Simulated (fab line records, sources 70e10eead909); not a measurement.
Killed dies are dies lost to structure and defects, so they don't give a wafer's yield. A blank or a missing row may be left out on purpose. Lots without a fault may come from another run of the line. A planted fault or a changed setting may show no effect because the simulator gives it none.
A struck lot beside a sound one | flow nand_harc | 14 steps out of a route of 1302
Sound: wafers L335.1, L335.4, L335.5. Struck: wafer L339.1. (L339.2, L339.6 of the same lot were not struck and are left out.) The cause comes at the end.
At each step with rows: each side's tool, then ch and its chambers, then its first start. Under that, the readings that differ: sound wafers | struck wafers | difference of the means | sigmas: that difference in standard deviations of wafers without a fault.
alike: readings whose means differ by less than 2 such deviations, and words and numbers that are the same on both sides. not compared: withheld readings, readings that some wafer has no value for, bounds like >300 that may hide the same value, and numbers for which the record gives no deviation and whose values overlap.
The two part at a step that has a row with sigmas, a row that says differs or no value, or rows on one side only. Numbers that don't overlap but have no deviation are shown without sigmas and don't part them. A reading that every wafer of one side lacks parts them only if that side has two wafers or more.

NHARC_A_WL_FILL_CVD_03: deposits W, target thk 40 nm, time 279 s.
  sound on cvd_w-01 ch 0,1, day 25 21:37; struck on cvd_w-01 ch 0, day 27 23:46
  alike: heater_power_w, mfc_h2_sccm, throttle_valve_pct
then, 1 step without rows for these wafers: NHARC_A_WL_FILL_ETCHBACK_04 (etches the open film in NF3, target depth 60 nm, time 120 s).
NHARC_A_WL_FILL_ETCHBACK_05: etches the open film in Cl2/BCl3, target depth 22 nm, time 60 s.
  sound on rie_metal-03 ch 0, day 25 22:23; struck on rie_metal-01 ch 1, day 28 00:22
  alike: drypump_motor_current_A, oes_product_au, run_length_s
  not compared: rf_hours_counter_h
NHARC_A_WL_FILL_STRIP_27: strips in N2/H2, time 20 s.
  sound on plasma_asher-02 ch 0,1, day 25 22:37; struck on plasma_asher-01 ch 1, day 28 00:30
  reading             | sound       | struck | difference | sigmas
  heater_power_w (W)  | 348 350 336 | 293    | -52        | -2
  rf_refl_power_W (W) | 25 21 21    | 14     | -8         | -2
  alike: drypump_motor_current_A
  not compared: rf_hours_counter_h
then, 5 steps without rows for these wafers: NHARC_A_WL_FILL_STRIP_28 (strips in post etch residue remover, time 1200 s); NHARC_A_WL_FILL_PRECLEAN_06 (cleans in DIW, time 300 s); NHARC_A_WL_FILL_SRD_07; NHARC_A_WL_FILL_ANNEAL_08 (time 1800 s); NHARC_A_WL_FILL_ALD_10 (deposits SiO2, target thk 50 nm, pulse time 10 s, ald cycles 500).
NHARC_A_WL_FILL_ETCHBACK_16: etches the open film in C4F8/O2/Ar, target depth 120 nm, time 24 s.
  sound on rie_diel-06 ch 2,3; struck on rie_diel-05 ch 3
  alike: oes_product_au, rf_vpp_V, run_length_s
  not compared: rf_hours_counter_h
NHARC_A_WL_FILL_STRIP_29: strips in O2, time 20 s.
  sound on rie_diel-06 ch 0,1,3, day 26 08:17; struck on rie_diel-05 ch 2, day 28 08:44
  reading      | sound          | struck | difference | sigmas
  rf_vpp_V (V) | 55.9 57.7 56.5 | 59.7   | +3.0       | +3
  alike: drypump_motor_current_A, oes_product_au, showerhead_plenum_p_Torr, throttle_valve_pct
  not compared: rf_hours_counter_h
NHARC_A_WL_FILL_ETCHBACK_17: etches the open film in Cl2/BCl3, target depth 4 nm, time 26.7 s.
  sound on rie_metal-02 ch 0,1, day 26 08:22; struck on rie_metal-01 ch 0, day 28 08:50
  reading               | sound             | struck | difference | sigmas
  oes_product_au (a.u.) | 0.991 0.994 0.982 | 1.015  | +0.026     | +4
  run_length_s (s)      | 48.9 47.7 47.9    | 37.9   | -10.3      | -21
  alike: drypump_motor_current_A
  not compared: rf_hours_counter_h
then, 1 step without rows for these wafers: NHARC_A_WL_FILL_PRECLEAN_18 (cleans in dHF, time 30 s).
-- the record jumps here: 3 days lie between the struck wafers' starts before and after (it left off in module A_WL_FILL and takes up again in module END, whose first step shown is number 1302 of the route) --
NHARC_END_SORT_01:
  the record has rows for the struck wafers here (prober-01 ch 0, day 31 17:55) and none for the sound ones

WHERE THEY PART
First at NHARC_A_WL_FILL_STRIP_27; last, within this record, at NHARC_END_SORT_01.

WHY: what the simulator had put in
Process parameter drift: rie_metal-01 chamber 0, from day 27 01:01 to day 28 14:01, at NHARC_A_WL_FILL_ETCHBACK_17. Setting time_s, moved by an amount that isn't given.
